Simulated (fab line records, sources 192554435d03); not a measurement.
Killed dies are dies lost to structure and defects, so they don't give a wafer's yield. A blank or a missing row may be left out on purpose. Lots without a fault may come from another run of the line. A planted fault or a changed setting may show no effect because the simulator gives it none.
fab line records | flow n5_finfet | part 1 of 2: steps 1 to 19 of 29
record lots=5 wafers=15 last_day=17
route steps=1938 shown BEOL_M0@718
lots that met no fault: from a run of the same line without faults
start_h: hours from the record's first day to the start of the lot's first wafer shown | wait_h: hours since the lot's step before | " the same as in the row above | L1.1+2: a row that stands for several wafers | - no value, or no start given | * or withheld: withheld | < > ~ a bound
route shown NAME@n: a module of which the file shows steps, and the number in the route of the first | usual: mean/standard deviation of fault-free wafers | same: alike in all rows | chamber/n: place in a boat | sites: the reading at each site | _std_site: their standard deviation | _edge_site: outer sites' mean less inner sites' | radius_mm: how far each site lies from the wafer's centre | mask NAME#n: copy n | behind: the tool/chamber that last shaped the wafer | hold: why the lot was held/for how many hours/how that ended | device: the transistor (n, p or np) that didn't switch | end of line: the same wafers' tests at the end of the route | a step without rows: its recipe alone | killed: dies lost to structure and defects at the first sort, not the wafer's yield | map: a wafer's dies, x killed, . not, _ none there
set.NAME: the setting as run; set.NAME@STEP: as run at that earlier step | model.NAME: the simulator's own value behind a step, which no gauge read
lots at some steps of the route; a table a step, a row a wafer
services: from which hour (start_h, from the record's first day; less than 0 if before it) a tool's chamber was out of use, for how many hours, and why
## steps
# step N5_BEOL_M0_STRIP_104
# recipe chemistry=N2/H2 power_w=450 temp_c=40 pressure_mtorr=20 rf_frequency_hz=6e+07 overash_fraction=0.3 bias_power_w=7 h2_frac=0.5 n2_flow_sccm=200 h2_flow_sccm=200
# usual bias_power_w=7.000/0.021 drypump_motor_current_A=5.8/0.47 oes_product_au=0.76/0.061 rf_vpp_V=59.2/1.6 showerhead_plenum_p_Torr=2.57/0.06 throttle_valve_pct=23.74/0.27
# columns lot.wafer tool chamber start_h wait_h bias_power_w drypump_motor_current_A oes_product_au rf_hours_counter_h rf_vpp_V showerhead_plenum_p_Torr throttle_valve_pct
L076.1 rie_diel-02 0 135.14 0.0 6.975 6.5 0.89 43 60.6 2.71 23.84
L076.2 " 3 " " 7.009 5.9 0.77 108 57.1 2.56 23.94
L076.5 " 0 " " 6.966 6.5 0.89 - 61.2 2.71 23.82
L081.1 rie_diel-06 1 160.52 0.0 7.016 5.7 0.71 199 58.8 2.62 23.48
L081.3 " 0 " " 7.006 6.4 0.70 193 55.2 2.51 24.25
L081.4 " 2 " " 7.025 5.5 0.79 107 59.4 2.56 23.56
L084.1 rie_diel-06 1 178.16 0.0 7.000 5.7 0.69 203 59.9 2.62 23.46
L084.2 " 0 " " 6.983 6.4 0.71 201 60.4 2.51 24.27
L084.5 " 3 " " 6.986 5.7 0.82 - 59.1 2.56 23.78
L088.2 rie_diel-05 1 204.23 0.0 6.984 6.2 0.82 95 58.6 2.56 24.00
L088.4 " 0 " " 7.008 5.5 0.78 129 58.9 2.53 23.57
L088.6 " 1 " " 6.999 6.2 0.81 - 60.6 2.56 24.00
L097.2 rie_diel-02 1 250.55 0.0 7.017 6.3 0.69 249 59.1 2.51 23.56
L097.4 " 2 " " 6.968 5.1 0.71 207 58.8 2.51 23.93
L097.6 " 2 " " 7.008 5.1 0.70 - 60.8 2.51 23.92
# step N5_BEOL_M0_WET_ETCH_106
# recipe chemistry=DHF dilution=10:1 temp_c=25 target=SiO2 target_depth_a=1300 dry=ipa_marangoni rinse_time_s=30 rinse_temp_c=23
# usual bath_heat_duty_pct=6.2/0.76
# same rinse_time_s=30
# columns lot.wafer tool chamber start_h wait_h bath_heat_duty_pct
L076.1 wet_bench-03 6 135.21 - 6.3
L076.2 " 7 " " 5.6
L076.5 " 1 " " 6.5
L081.1 wet_bench-06 5 160.58 - 7.9
L081.3 " 1 " " 7.3
L081.4 " 2 " " 5.6
L084.1 wet_bench-02 0 178.23 - 4.7
L084.2 " 7 " " 5.4
L084.5 " 5 " " 5.4
L088.2 wet_bench-06 2 204.30 - 6.8
L088.4 " 0 " " 7.0
L088.6 " 3 " " 6.8
L097.2 wet_bench-03 7 250.63 - 5.5
L097.4 " 0 " " 5.2
L097.6 " 2 " " 5.9
# step N5_BEOL_M0_ETCH_128
# recipe chemistry=CF4/N2 target_depth_a=120 overetch_a=51 target=SiCN time_s=21.4 ion_energy_ev=150 pressure_mtorr=40 source_w=430 bias_w=70 Ar_flow_sccm=100 cf4_flow_sccm=60 n2_flow_sccm=60
# usual drypump_motor_current_A=5.7/0.49 oes_product_au=0.53/0.037 rf_fwd_power_W=425.2/1.9 rf_vpp_V=383.2/1.5 showerhead_plenum_p_Torr=2.24/0.047 throttle_valve_pct=15.50/0.22
# columns lot.wafer tool chamber start_h wait_h drypump_motor_current_A oes_product_au rf_fwd_power_W rf_hours_counter_h rf_vpp_V showerhead_plenum_p_Torr throttle_valve_pct
L076.1 rie_diel-05 1 135.27 0.0 6.2 0.57 425.1 65 384.6 2.24 15.45
L076.2 " 3 " " 5.5 0.57 428.0 74 385.6 2.32 15.16
L076.5 " 0 " " 5.5 0.54 424.4 - 382.3 2.23 15.64
L081.1 rie_diel-05 1 160.64 0.0 6.2 0.56 423.1 75 382.6 2.23 15.46
L081.3 " 0 " " 5.5 0.54 425.8 110 383.6 2.22 15.65
L081.4 " 3 " " 5.5 0.57 429.9 82 385.4 2.32 15.19
L084.1 rie_diel-06 0 178.63 0.4 6.4 0.50 425.4 201 381.1 2.19 15.77
L084.2 " 3 " " 5.7 0.56 426.0 91 383.1 2.23 15.55
L084.5 " 2 " " 5.5 0.55 425.2 - 382.3 2.22 15.37
L088.2 rie_diel-05 1 204.36 0.0 6.2 0.56 426.4 95 382.6 2.23 15.50
L088.4 " 2 " " 4.9 0.50 426.3 195 383.6 2.28 15.26
L088.6 " 3 " " 5.4 0.55 427.1 - 384.9 2.31 15.21
L097.2 rie_diel-05 1 250.82 0.2 6.2 0.54 426.8 112 382.6 2.22 15.56
L097.4 " 3 " " 5.5 0.54 427.9 117 384.9 2.30 15.24
L097.6 " 3 " " 5.5 0.55 427.0 - 385.3 2.30 15.26
# step N5_BEOL_M0_TRENCH_ETCH_107
# recipe chemistry=C4F6/O2 target_depth_a=328 target=SiOC time_s=16.4 ion_energy_ev=250 pressure_mtorr=30 source_w=355 bias_w=185 Ar_flow_sccm=300 C4F6_flow_sccm=10 O2_flow_sccm=10
# usual drypump_motor_current_A=5.7/0.5 oes_o_777_au=0.78/0.06 oes_product_au=0.77/0.056 rf_fwd_power_W=348.0/2 rf_vpp_V=662/15 showerhead_plenum_p_Torr=2.90/0.055 throttle_valve_pct=20.95/0.28
# columns lot.wafer tool chamber start_h wait_h drypump_motor_current_A oes_o_777_au oes_product_au rf_fwd_power_W rf_hours_counter_h rf_vpp_V showerhead_plenum_p_Torr throttle_valve_pct
L076.1 rie_diel-05 1 135.31 0.0 6.2 0.88 0.85 346.4 65 679 2.90 21.02
L076.2 " 3 " " 5.5 0.86 0.83 350.7 74 656 2.99 20.59
L076.5 " 0 " " 5.5 0.80 0.81 346.0 - 675 2.89 21.19
L081.1 rie_diel-05 1 160.68 0.0 6.2 0.86 0.84 349.9 75 680 2.89 21.05
L081.3 " 0 " " 5.5 0.81 0.79 348.3 110 676 2.88 21.20
L081.4 " 3 " " 5.5 0.85 0.82 349.0 82 657 2.98 20.62
L084.1 rie_diel-06 0 178.68 0.0 6.4 0.72 0.70 350.1 201 645 2.82 21.23
L084.2 " 3 " " 5.7 0.82 0.83 347.7 91 674 2.90 21.13
L084.5 " 2 " " 5.5 0.77 0.77 350.9 - 646 2.87 20.79
L088.2 rie_diel-05 1 204.40 0.0 6.2 0.83 0.81 348.6 95 679 2.88 21.06
L088.4 " 2 " " 4.9 0.72 0.72 348.5 195 680 2.93 20.53
L088.6 " 3 " " 5.5 0.83 0.80 350.5 - 656 2.97 20.63
L097.2 rie_diel-05 1 250.86 0.0 6.2 0.83 0.80 346.9 112 681 2.88 21.09
L097.4 " 3 " " 5.5 0.81 0.78 350.0 117 655 2.97 20.65
L097.6 " 3 " " 5.5 0.82 0.79 348.6 - 656 2.97 20.66
# step N5_BEOL_M0_STRIP_142
# recipe chemistry=N2/H2 time_s=10 power_w=450 temp_c=40 pressure_mtorr=20 rf_frequency_hz=6e+07 bias_power_w=7 n2_flow_sccm=200 h2_flow_sccm=200
# usual bias_power_w=6.994/0.019 drypump_motor_current_A=5.7/0.49 oes_product_au=0.77/0.057 rf_vpp_V=59.3/0.8 showerhead_plenum_p_Torr=2.58/0.063 throttle_valve_pct=23.70/0.26
# columns lot.wafer tool chamber start_h wait_h bias_power_w drypump_motor_current_A oes_product_au rf_hours_counter_h rf_vpp_V showerhead_plenum_p_Torr throttle_valve_pct
L076.1 rie_diel-05 1 135.33 0.0 6.983 6.2 0.85 65 60.1 2.57 23.94
L076.2 " 3 " " 6.981 5.5 0.84 74 59.5 2.67 23.39
L076.5 " 0 " " 6.995 5.5 0.81 - 59.6 2.55 23.52
L081.1 rie_diel-05 1 160.71 0.0 7.014 6.2 0.85 75 59.5 2.57 23.99
L081.3 " 0 " " 6.978 5.5 0.80 110 57.7 2.54 23.52
L081.4 " 3 " " 6.967 5.5 0.83 82 59.1 2.66 23.41
L084.1 rie_diel-06 0 178.70 0.0 7.001 6.4 0.70 201 61.1 2.51 24.27
L084.2 " 3 " " 7.023 5.7 0.83 91 58.6 2.56 23.80
L084.5 " 2 " " 6.982 5.5 0.77 - 58.8 2.56 23.58
L088.2 rie_diel-05 1 204.42 0.0 6.986 6.2 0.82 95 59.7 2.56 24.01
L088.4 " 2 " " 6.981 4.9 0.72 195 58.9 2.63 23.40
L088.6 " 3 " " 6.974 5.5 0.82 - 61.1 2.65 23.44
L097.2 rie_diel-05 1 250.89 0.0 7.015 6.2 0.80 112 58.9 2.55 24.02
L097.4 " 3 " " 6.990 5.4 0.78 117 60.1 2.65 23.46
L097.6 " 3 " " 6.979 5.4 0.79 - 60.1 2.65 23.45
# step N5_BEOL_M0_OCD_MEAS_108
# usual trench_depth_nm=32.7/0.62
# columns lot.wafer tool chamber start_h wait_h trench_depth_nm
L076.1 ocd-01 - 135.41 0.1 33.3
L076.2 " - " " 32.6
L076.5 " - " " 34.2
L081.1 ocd-02 - 160.79 0.1 33.1
L081.3 " - " " 33.5
L081.4 " - " " 32.4
L084.1 ocd-02 - 178.78 0.1 31.9
L084.2 " - " " 33.3
L084.5 " - " " 32.2
L088.2 ocd-02 - 204.51 0.1 32.6
L088.4 " - " " 31.6
L088.6 " - " " 31.7
L097.2 ocd-02 - 250.97 0.1 32.6
L097.4 " - " " 32.4
L097.6 " - " " 32.4
# step N5_BEOL_M0_HM_STRIP_129
# recipe chemistry=peroxide_tin_strip material=TiN target_depth_a=170 temp_c=50 time_s=108
# usual bath_heat_duty_pct=7.0/0.79
# columns lot.wafer tool chamber start_h wait_h bath_heat_duty_pct
L076.1 wet_bench-03 2 135.45 0.0 8.2
L076.2 " 1 " " 8.1
L076.5 " 5 " " 6.4
L081.1 wet_bench-03 4 160.82 0.0 7.3
L081.3 " 6 " " 7.2
L081.4 " 5 " " 6.2
L084.1 wet_bench-03 5 178.81 0.0 7.3
L084.2 " 6 " " 7.2
L084.5 " 7 " " 7.1
L088.2 wet_bench-03 4 204.54 0.0 6.0
L088.4 " 6 " " 7.8
L088.6 " 1 " " 7.9
L097.2 wet_bench-06 0 251.00 0.0 7.9
L097.4 " 2 " " 7.0
L097.6 " 7 " " 6.3
# step N5_BEOL_M0_SRD_130
# recipe time_s=30 temp_c=23 rinse_liquid=diw dry=ipa_marangoni
# usual bath_heat_duty_pct=3.6/0.56 do_supply_ppb=10.01/0.1
# columns lot.wafer tool chamber start_h wait_h bath_heat_duty_pct do_supply_ppb
L076.1 wet_bench-03 2 135.48 0.0 3.9 9.89
L076.2 " 1 " " 4.1 9.88
L076.5 " 5 " " 3.6 9.98
L081.1 wet_bench-03 4 160.85 0.0 3.1 9.96
L081.3 " 6 " " 3.5 9.92
L081.4 " 5 " " 3.5 9.83
L084.1 wet_bench-03 5 178.85 0.0 4.0 10.16
L084.2 " 6 " " 2.9 10.01
L084.5 " 7 " " 3.5 10.03
L088.2 wet_bench-03 4 204.57 0.0 3.1 9.91
L088.4 " 6 " " 4.3 9.92
L088.6 " 1 " " 4.4 9.99
L097.2 wet_bench-06 0 251.03 0.0 3.9 9.96
L097.4 " 2 " " 3.1 9.99
L097.6 " 7 " " 2.6 9.97
# step N5_BEOL_M0_ETCH_109
# recipe chemistry=CH3F/O2 target_depth_a=80 overetch_a=24 target=SiCN time_s=27.4 ion_energy_ev=120 pressure_mtorr=30 source_w=395 bias_w=75 Ar_flow_sccm=150 CH3F_flow_sccm=30 O2_flow_sccm=20
# usual drypump_motor_current_A=5.8/0.44 oes_product_au=0.65/0.047 rf_fwd_power_W=392.7/1.3 rf_vpp_V=297.8/1.1 showerhead_plenum_p_Torr=2.03/0.037 throttle_valve_pct=16.41/0.21
# columns lot.wafer tool chamber start_h wait_h drypump_motor_current_A oes_product_au rf_fwd_power_W rf_hours_counter_h rf_vpp_V showerhead_plenum_p_Torr throttle_valve_pct
L076.1 rie_diel-06 1 135.52 0.0 5.7 0.61 390.0 189 299.1 2.06 16.39
L076.2 " 3 " " 5.7 0.71 393.6 73 298.7 2.04 16.47
L076.5 " 0 " " 6.4 0.61 393.8 - 297.5 1.99 16.63
L081.1 rie_diel-05 2 161.97 1.1 4.9 0.63 395.0 181 298.8 2.07 16.05
L081.3 " 0 " " 5.5 0.67 392.2 110 298.5 2.02 16.58
L081.4 " 1 " " 6.2 0.72 391.6 76 296.6 2.03 16.42
L084.1 rie_diel-02 1 178.99 0.1 6.3 0.61 392.4 222 296.5 1.98 16.21
L084.2 " 2 " " 5.1 0.62 391.0 188 297.6 2.01 16.82
L084.5 " 0 " " 6.5 0.74 391.4 - 299.0 2.10 16.24
L088.2 rie_diel-05 1 204.61 0.0 6.2 0.71 392.6 95 295.6 2.03 16.48
L088.4 " 0 " " 5.5 0.67 392.5 130 297.8 2.02 16.63
L088.6 " 3 " " 5.5 0.69 394.0 - 298.9 2.09 16.09
L097.2 rie_diel-06 1 251.46 0.4 5.7 0.58 392.6 231 297.5 2.04 16.44
L097.4 " 2 " " 5.5 0.65 392.7 145 298.3 2.00 16.29
L097.6 " 2 " " 5.5 0.65 393.0 - 296.6 2.00 16.31
# step N5_BEOL_M0_STRIP_139
# recipe chemistry=post_etch_residue_remover time_s=60 temp_c=25 remover_ph=withheld remover_water_wt_pct=withheld remover_fluoride_wt_pct=withheld
# columns lot.wafer tool chamber start_h wait_h
L076.1+2+5 wet_bench-03 3,6,7 135.63 0.1
L081.1+3+4 wet_bench-02 1,2,4 162.07 0.1
L084.1+2+5 wet_bench-06 5,7,6 179.10 0.1
L088.2+4+6 wet_bench-03 0,5,4 204.72 0.1
L097.2+4+6 wet_bench-03 1,5,2 251.57 0.1
# step N5_BEOL_M0_SRD_111
# recipe time_s=30 temp_c=23 rinse_liquid=diw dry=ipa_marangoni
# usual bath_heat_duty_pct=3.7/0.52 do_supply_ppb=9.99/0.1
# columns lot.wafer tool chamber start_h wait_h bath_heat_duty_pct do_supply_ppb
L076.1 wet_bench-03 3 135.65 0.0 3.7 10.04
L076.2 " 6 " " 3.2 10.07
L076.5 " 7 " " 3.4 10.13
L081.1 wet_bench-02 1 162.09 0.0 3.4 10.02
L081.3 " 2 " " 4.5 9.91
L081.4 " 4 " " 4.0 9.97
L084.1 wet_bench-06 5 179.12 0.0 4.3 10.17
L084.2 " 7 " " 2.8 9.90
L084.5 " 6 " " 3.4 9.84
L088.2 wet_bench-03 0 204.74 0.0 3.4 9.93
L088.4 " 5 " " 3.8 10.26
L088.6 " 4 " " 3.7 10.07
L097.2 wet_bench-03 1 251.59 0.0 4.5 10.12
L097.4 " 5 " " 4.1 9.98
L097.6 " 2 " " 3.6 9.93
# step N5_BEOL_M0_DEGAS_112
# recipe ambient=vacuum temp_c=250 time_s=60
# usual heater_power_w=324/26
# columns lot.wafer tool chamber start_h wait_h heater_power_w
L076.1 pvd_sputter-03 - 135.74 0.1 362
L076.2 " - " " 285
L076.5 " - " " 336
L081.1 pvd_sputter-03 - 162.51 0.4 293
L081.3 " - " " 372
L081.4 " - " " 319
L084.1 pvd_sputter-02 - 179.17 0.0 318
L084.2 " - " " 318
L084.5 " - " " 287
L088.2 pvd_sputter-02 - 205.03 0.3 296
L088.4 " - " " 324
L088.6 " - " " 292
L097.2 pvd_sputter-02 - 253.06 1.5 282
L097.4 " - " " 318
L097.6 " - " " 287
# step N5_BEOL_M0_PRE_CLEAN_113
# recipe gas=H2/He time_s=30 temp_c=250
# usual heater_power_w=324/27
# columns lot.wafer tool chamber start_h wait_h heater_power_w
L076.1 pvd_sputter-03 - 135.78 0.0 356
L076.2 " - " " 298
L076.5 " - " " 350
L081.1 pvd_sputter-03 - 162.55 0.0 291
L081.3 " - " " 361
L081.4 " - " " 325
L084.1 pvd_sputter-02 - 179.21 0.0 322
L084.2 " - " " 319
L084.5 " - " " 280
L088.2 pvd_sputter-02 - 205.07 0.0 289
L088.4 " - " " 324
L088.6 " - " " 293
L097.2 pvd_sputter-02 - 253.10 0.0 282
L097.4 " - " " 321
L097.6 " - " " 285
# step N5_BEOL_M0_ALD_136
# recipe material=TaN target_thk_a=* temp_c=275 ald_precursor_family=PDMAT ald_co_reactant=NH3 pressure_torr=3 carrier_flow_sccm=1500 pulse_time_s=2 purge_time_s=3 co_reactant_purge_time_s=2 co_reactant_pulse_time_s=3 ald_cycles=30 precursor_vessel_temp_c=75 precursor_vessel_pressure_torr=26.25 precursor_vessel_carrier_sccm=1000
# usual heater_power_w=426/27 precursor_vessel_temp_c=75.00/0.12
# columns lot.wafer tool chamber start_h wait_h heater_power_w precursor_vessel_temp_c
L076.1 ald_metal-01 2 135.84 0.0 392 75.11
L076.2 " 0 " " 472 75.07
L076.5 " 0 " " 459 74.99
L081.1 ald_metal-04 0 162.61 0.0 430 74.77
L081.3 " 2 " " 447 75.21
L081.4 " 3 " " 468 74.91
L084.1 ald_metal-04 3 179.34 0.1 465 74.91
L084.2 " 1 " " 430 75.12
L084.5 " 3 " " 442 74.99
L088.2 ald_metal-04 2 205.14 0.1 427 74.83
L088.4 " 0 " " 435 74.92
L088.6 " 1 " " 401 74.98
L097.2 ald_metal-01 1 253.17 0.0 451 75.18
L097.4 " 2 " " 394 75.01
L097.6 " 3 " " 435 74.89
# step N5_BEOL_M0_SURFACE_TREAT_137
# recipe gas=Ar time_s=* ion_energy_ev=* ion_current_ma_cm2=0.5 pressure_mtorr=* ar_flow_sccm=30
# usual throttle_valve_pct=*
# columns lot.wafer tool chamber start_h wait_h throttle_valve_pct
L076.1 pvd_sputter-01 - 136.23 0.3 *
L076.2 " - " " *
L076.5 " - " " *
L081.1 pvd_sputter-03 - 162.83 0.1 *
L081.3 " - " " *
L081.4 " - " " *
L084.1 pvd_sputter-02 - 179.75 0.3 *
L084.2 " - " " *
L084.5 " - " " *
L088.2 pvd_sputter-03 - 205.44 0.2 *
L088.4 " - " " *
L088.6 " - " " *
L097.2 pvd_sputter-03 - 253.41 0.1 *
L097.4 " - " " *
L097.6 " - " " *
# step N5_BEOL_M0_CVD_115
# recipe material=Co target_thk_a=* temp_c=withheld precursor=CCTBA/H2 pressure_torr=30 time_s=120
# columns lot.wafer tool chamber start_h wait_h
L076.1+2+5 cvd_co-01 2,1,2 136.53 0.3
L081.1+3+4 cvd_co-01 2,0,2 162.89 0.0
L084.1+2+5 cvd_co-02 1,0,2 179.85 0.1
L088.2+4+6 cvd_co-01 2,1,2 205.62 0.2
L097.2+4+6 cvd_co-01 2,0,1 253.55 0.1
# step N5_BEOL_M0_SPUTTER_116
# recipe material=Cu target_thk_a=40 temp_c=-20 chamber_pressure_pa=0.07 power_w=withheld time_s=7.37
# usual throttle_valve_pct=29.9/1.3
# columns lot.wafer tool chamber start_h wait_h throttle_valve_pct
L076.1 pvd_sputter-03 - 137.77 1.2 32.0
L076.2 " - " " 30.6
L076.5 " - " " 30.0
L081.1 pvd_sputter-02 - 163.90 1.0 30.3
L081.3 " - " " 26.6
L081.4 " - " " 28.9
L084.1 pvd_sputter-02 - 180.03 0.1 26.8
L084.2 " - " " 28.5
L084.5 " - " " 30.4
L088.2 pvd_sputter-03 - 205.74 0.1 29.9
L088.4 " - " " 30.5
L088.6 " - " " 29.9
L097.2 pvd_sputter-02 - 253.66 0.1 29.9
L097.4 " - " " 30.0
L097.6 " - " " 29.5
# step N5_BEOL_M0_ANNEAL_117
# recipe temp_c=400 time_s=60 ambient=vacuum
# usual heater_power_w=796/62
# columns lot.wafer tool chamber start_h wait_h heater_power_w
L076.1 pvd_sputter-03 - 137.85 0.0 879
L076.2 " - " " 896
L076.5 " - " " 707
L081.1 pvd_sputter-02 - 163.98 0.0 693
L081.3 " - " " 730
L081.4 " - " " 819
L084.1 pvd_sputter-02 - 180.11 0.0 717
L084.2 " - " " 823
L084.5 " - " " 721
L088.2 pvd_sputter-03 - 205.82 0.0 732
L088.4 " - " " 928
L088.6 " - " " 716
L097.2 pvd_sputter-02 - 253.74 0.0 795
L097.4 " - " " 726
L097.6 " - " " 777
# step N5_BEOL_M0_SPUTTER_132
# recipe material=Cu target_thk_a=40 temp_c=-20 chamber_pressure_pa=0.07 power_w=withheld time_s=7.37
# usual throttle_valve_pct=29.9/1.2
# columns lot.wafer tool chamber start_h wait_h throttle_valve_pct
L076.1 pvd_sputter-03 - 137.89 0.0 32.1
L076.2 " - " " 30.5
L076.5 " - " " 30.0
L081.1 pvd_sputter-02 - 164.02 0.0 30.1
L081.3 " - " " 26.9
L081.4 " - " " 28.8
L084.1 pvd_sputter-02 - 180.15 0.0 26.8
L084.2 " - " " 28.8
L084.5 " - " " 30.2
L088.2 pvd_sputter-03 - 205.86 0.0 29.9
L088.4 " - " " 30.3
L088.6 " - " " 30.0
L097.2 pvd_sputter-02 - 253.78 0.0 29.9
L097.4 " - " " 30.2
L097.6 " - " " 29.7
